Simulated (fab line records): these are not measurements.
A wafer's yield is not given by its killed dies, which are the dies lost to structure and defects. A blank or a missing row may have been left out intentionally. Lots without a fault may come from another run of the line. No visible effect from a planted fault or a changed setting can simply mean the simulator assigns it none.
Chamber matching ; flow n5 finfet ; 4 sister chambers for N5_BEOL_M10_DESCUM_16 on rie diel-01
The step chemistry O2, time 7.9 s. 18 wafers are shown with their chamber, then 9 later ones without.

== EACH WAFER AND ITS CHAMBER ==
wafer;chamber;showerhead plenum p Torr (Torr);drypump motor current A (A);throttle valve pct (%)
L074.1;2;2.03;5.1;20.05
L074.3;3;2.23;6.5;20.73
L074.5;1;2.05;5.8;20.45
L078.1;2;2.02;5.1;20.05
L078.4;3;2.22;6.5;20.77
L078.6;0;2.02;5.6;20.31
L080.1;1;2.05;5.8;20.45
L080.3;2;2.02;5.1;20.08
L080.4;0;2.02;5.6;20.31
L082.1;3;2.22;6.4;20.77
L082.4;1;2.05;5.9;20.48
L082.6;2;2.02;5.1;20.08
L084.2;2;2.02;5.1;20.08
L084.4;2;2.02;5.1;20.09
L084.5;1;2.04;5.8;20.48
L086.2;2;2.02;5.1;20.08
L086.4;3;2.22;6.5;20.79
L086.5;2;2.02;5.1;20.07

SIGNATURES (averages over the wafers above)
reading;chamber 0;chamber 1;chamber 2;chamber 3;scatter within a chamber
showerhead plenum p Torr;2.0200;2.0475;2.0213;2.2225;0.00412
drypump motor current A;5.600;5.825;5.100;6.475;0.0327
throttle valve pct;20.3100;20.4650;20.0725;20.7650;0.0176
Rule: distance of a wafer from a chamber = root of the sum over the readings of ((wafer's reading minus chamber's mean) / reading's scatter) squared. If the next closest chamber is less than 2 further off than the closest, the wafer can't be placed; otherwise it belongs to the closest. The scatter: take each reading less its chamber's mean, square it, sum over the shown wafers, divide by the number of wafers less the number of chambers, and take the root.

== WAFERS MISSING THEIR CHAMBER ==
wafer;showerhead plenum p Torr (Torr);drypump motor current A (A);throttle valve pct (%)
L090.1;2.04;5.8;20.48
L090.4;2.04;5.8;20.47
L090.6;2.02;5.1;20.11
L091.1;2.21;6.4;20.82
L091.2;2.01;5.1;20.12
L091.4;2.04;5.8;20.52
L093.2;2.03;5.8;20.51
L093.4;2.03;5.8;20.50
L093.6;2.01;5.1;20.12

== THE CHAMBER EACH PASSED THROUGH ==
wafer;from the rows above;in truth
L090.1;1;1
L090.4;1;1
L090.6;2;2
L091.1;3;3
L091.2;2;2
L091.4;1;1
L093.2;1;1
L093.4;1;1
L093.6;2;2
Placed correctly: 9 of 9. Left unplaced by these rows: 0. Placed wrongly: 0.
